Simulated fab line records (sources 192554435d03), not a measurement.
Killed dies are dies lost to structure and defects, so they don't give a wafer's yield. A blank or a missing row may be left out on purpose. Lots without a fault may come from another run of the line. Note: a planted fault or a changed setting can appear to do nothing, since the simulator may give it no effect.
fab line records    flow n5_finfet
record lots=7  wafers=21
route steps=1938 shown BEOL_M15@1820 PASSIVATION@1930
start_h: hours from the record's opening day to when the first of the lot's shown wafers began    wait_h: hours from the lot's prior step to this one    " identical to the entry in the row above    L1.1+2: a row that stands for several wafers    - value missing, or start not given    * or withheld: withheld    < > ~ a bound
route shown NAME@n: a module of which the file shows steps, and the number in the route of the first    usual: the fault-free wafers' mean and standard deviation    same: alike in all rows    chamber/n: place in a boat    sites: readings site by site    _std_site: how widely they spread, as a standard deviation    _edge_site: inner sites' mean taken away from outer sites' mean    radius_mm: how far each site lies from the wafer's centre    mask NAME#n: copy n    behind: the last tool/chamber to shape the wafer    hold: cause of the lot's hold/its duration in hours/its outcome    device: transistor that didn't switch, given as n, p or np    end of line: the route-end tests of the same wafers    for a step that has no rows: nothing shown but its recipe    killed: dies that structure and defects cost at the first sort, which is not the same as the wafer's yield    map: a wafer's dies, marking killed ones x, the rest . and places with no die _
set.NAME: the setting the step ran with; set.NAME@STEP: the setting that earlier step ran with    model.NAME: the simulator's own value behind a step, which no gauge read
one table per step and one row per wafer, for lots whose settings were changed on purpose
## steps
# step N5_BEOL_M15_SPUTTER_44
# recipe material=Ta  target_thk_a=150  temp_c=50  bias_v=80  power_w=15000  chamber_pressure_pa=0.07  time_s=24.19
lot.wafer   tool            chamber  start_h  wait_h  set.power_w  model.Ta_of_BEOL_M15_SPUTTER_44.thk_nm
L075.1+2    pvd_sputter-01  -        252.52   0.0     16180        16.4
L075.6      "               -        "        "       15000        15.2
L076.1+5    pvd_sputter-01  -        263.48   0.0     14160        14
L076.3      "               -        "        "       14160        14.2
L080.2+3    pvd_sputter-02  -        289.39   0.0     14030        13.8
L080.4      "               -        "        "       15000        14.8
L084.1      pvd_sputter-03  -        314.41   0.0     15000        15.2
L084.2      "               -        "        "       15000        14.8
L084.5      "               -        "        "       15000        15
L083.3+4+5  pvd_sputter-03  -        314.73   0.0     16250        16.2
L092.3+5    pvd_sputter-01  -        372.08   0.0     15000        14.8
L092.4      "               -        "        "       15000        15
L094.1      pvd_sputter-02  -        390.40   0.0     13300        13.4
L094.4      "               -        "        "       15000        15
L094.5      "               -        "        "       15000        15.2
# step N5_PASSIVATION_ETCH_54
# recipe chemistry=CHF3/O2  target=SiO2  target_depth_a=8800  CHF3_flow_sccm=50  O2_flow_sccm=5  Ar_flow_sccm=200  time_s=440  mask_material=PR  pressure_mtorr=30  source_w=650  bias_w=170  ion_energy_ev=200
lot.wafer  tool         chamber  start_h  wait_h  set.time_s  model.etch.depth_nm  model.PASSIVATION.feature_depth_nm
L075.1     rie_diel-03  2        263.73   0.1     440         894.7                894.8
L075.2     "            0        "        "       440         907.9                907.8
L075.6     "            3        "        "       440         868.2                868.2
L076.1     rie_diel-04  3        275.77   0.1     361.9       721.1                721
L076.3     "            0        "        "       361.9       744.3                744.4
L076.5     "            1        "        "       440         893.8                893.8
L080.2     rie_diel-04  3        302.51   0.1     346.3       693.4                693.4
L080.3     "            1        "        "       440         885.9                886
L080.4     "            0        "        "       440         896                  896
L084.1     rie_diel-03  1        331.05   0.1     440         866                  866
L084.2     "            0        "        "       440         881.8                881.8
L084.5     "            2        "        "       440         877.5                877.4
L083.3     rie_diel-04  3        331.36   0.3     507.2       1010                 1010
L083.4     "            2        "        "       440         872.2                872.2
L083.5     "            2        "        "       507.2       1002                 1002
L092.3     rie_diel-04  0        384.04   0.1     440         894.2                894.2
L092.4     "            2        "        "       440         868                  868
L092.5     "            0        "        "       440         899.6                899.6
L094.1     rie_diel-04  0        407.23   0.1     518.1       1044                 1044
L094.4     "            0        "        "       440         883.1                883
L094.5     "            1        "        "       440         884.5                884.4
## key
split step=N5_BEOL_M15_SPUTTER_44  setting=power_w  stated=15000  by=wafer
response step=N5_BEOL_M15_SPUTTER_44  reading=model.Ta_of_BEOL_M15_SPUTTER_44.thk_nm  change=+0.152  per=1%  r=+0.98
split step=N5_PASSIVATION_ETCH_54  setting=time_s  stated=440  by=wafer
response step=N5_PASSIVATION_ETCH_54  reading=model.etch.depth_nm  change=+9.08  per=1%  r=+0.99
response step=N5_PASSIVATION_ETCH_54  reading=model.PASSIVATION.feature_depth_nm  change=+9.08  per=1%  r=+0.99
